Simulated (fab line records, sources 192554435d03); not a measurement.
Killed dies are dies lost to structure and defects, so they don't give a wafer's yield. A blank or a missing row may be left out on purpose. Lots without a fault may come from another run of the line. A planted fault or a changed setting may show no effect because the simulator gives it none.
Chamber matching | flow n5_finfet | N5_BEOL_M2_CO_CAP_55 on cvd_co-02: 3 sister chambers
The step material Co, precursor CCTBA/H2, target thk 2 nm, time 102.1 s. 6 wafers are shown with their chamber, then 8 later ones without.

WAFERS WITH THEIR CHAMBER
wafer  | chamber | heater_power_w (W)
L494.4 | 2       | 226
L495.6 | 0       | 253
L496.6 | 0       | 260
L504.4 | 1       | 241
L504.6 | 2       | 227
L488.1 | 1       | 243

WAFERS WITHOUT THEIR CHAMBER
wafer  | heater_power_w (W)
L488.2 | 240
L488.6 | 234
L506.1 | 229
L506.2 | 242
L506.6 | 239
L503.1 | 232
L503.2 | 247
L503.6 | 233

WHICH CHAMBER EACH WENT THROUGH
wafer  | from the rows above     | in truth
L488.2 | 1                       | 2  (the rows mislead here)
L488.6 | can't be placed: 2 or 1 | 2
L506.1 | 2                       | 2
L506.2 | 1                       | 1
L506.6 | 1                       | 1
L503.1 | can't be placed: 2 or 1 | 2
L503.2 | can't be placed: 1 or 0 | 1
L503.6 | can't be placed: 2 or 1 | 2
Placed correctly: 3 of 8. Can't be placed from these rows: 4 (the true chamber is among the candidates in 4). Placed wrongly: 1.
How it was worked out, from the rows above alone: a wafer's distance from a chamber is the root of the sum, over the readings, of the square of ((its reading less the chamber's mean) divided by the reading's scatter). The wafer belongs to the nearest chamber; if the next one is less than 2 further off, it can't be placed. A chamber's mean is the mean of its shown wafers. The scatter: the root of (the sum of the squares of (reading less its chamber's mean) over the shown wafers, divided by (wafers less chambers)).
